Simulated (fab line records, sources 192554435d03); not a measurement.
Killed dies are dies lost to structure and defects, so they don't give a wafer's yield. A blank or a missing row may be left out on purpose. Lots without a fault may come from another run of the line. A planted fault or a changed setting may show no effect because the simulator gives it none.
Chamber matching | flow n5_finfet | N5_MOL_CONTACT_COAG_DESCUM_13 on rie_diel-01: 4 sister chambers
The step chemistry O2, time 7 s. 8 wafers are shown with their chamber, then 10 later ones without.

WAFERS WITH THEIR CHAMBER
wafer  | chamber | throttle_valve_pct (%) | showerhead_plenum_p_Torr (Torr)
L085.6 | 3       | 20.18                  | 2.03
L089.3 | 0       | 20.18                  | 2.06
L089.4 | 2       | 20.20                  | 2.13
L090.2 | 3       | 20.20                  | 2.03
L090.5 | 2       | 20.22                  | 2.13
L090.6 | 1       | 21.07                  | 2.02
L092.1 | 0       | 20.20                  | 2.05
L092.2 | 1       | 21.07                  | 2.02

WAFERS WITHOUT THEIR CHAMBER
wafer  | throttle_valve_pct (%) | showerhead_plenum_p_Torr (Torr)
L092.5 | 20.20                  | 2.05
L094.2 | 20.21                  | 2.05
L094.3 | 20.20                  | 2.03
L094.6 | 20.21                  | 2.05
L095.1 | 20.22                  | 2.13
L095.2 | 20.20                  | 2.03
L095.3 | 21.09                  | 2.02
L096.1 | 20.21                  | 2.02
L096.4 | 20.20                  | 2.05
L096.5 | 20.21                  | 2.03

WHICH CHAMBER EACH WENT THROUGH
wafer  | from the rows above | in truth
L092.5 | 0                   | 0
L094.2 | 0                   | 0
L094.3 | 3                   | 3
L094.6 | 0                   | 0
L095.1 | 2                   | 2
L095.2 | 3                   | 3
L095.3 | 1                   | 1
L096.1 | 3                   | 3
L096.4 | 0                   | 0
L096.5 | 3                   | 3
Placed correctly: 10 of 10. Can't be placed from these rows: 0. Placed wrongly: 0.
How it was worked out, from the rows above alone: a wafer's distance from a chamber is the root of the sum, over the readings, of the square of ((its reading less the chamber's mean) divided by the reading's scatter). The wafer belongs to the nearest chamber; if the next one is less than 2 further off, it can't be placed. A chamber's mean is the mean of its shown wafers. The scatter: the root of (the sum of the squares of (reading less its chamber's mean) over the shown wafers, divided by (wafers less chambers)).
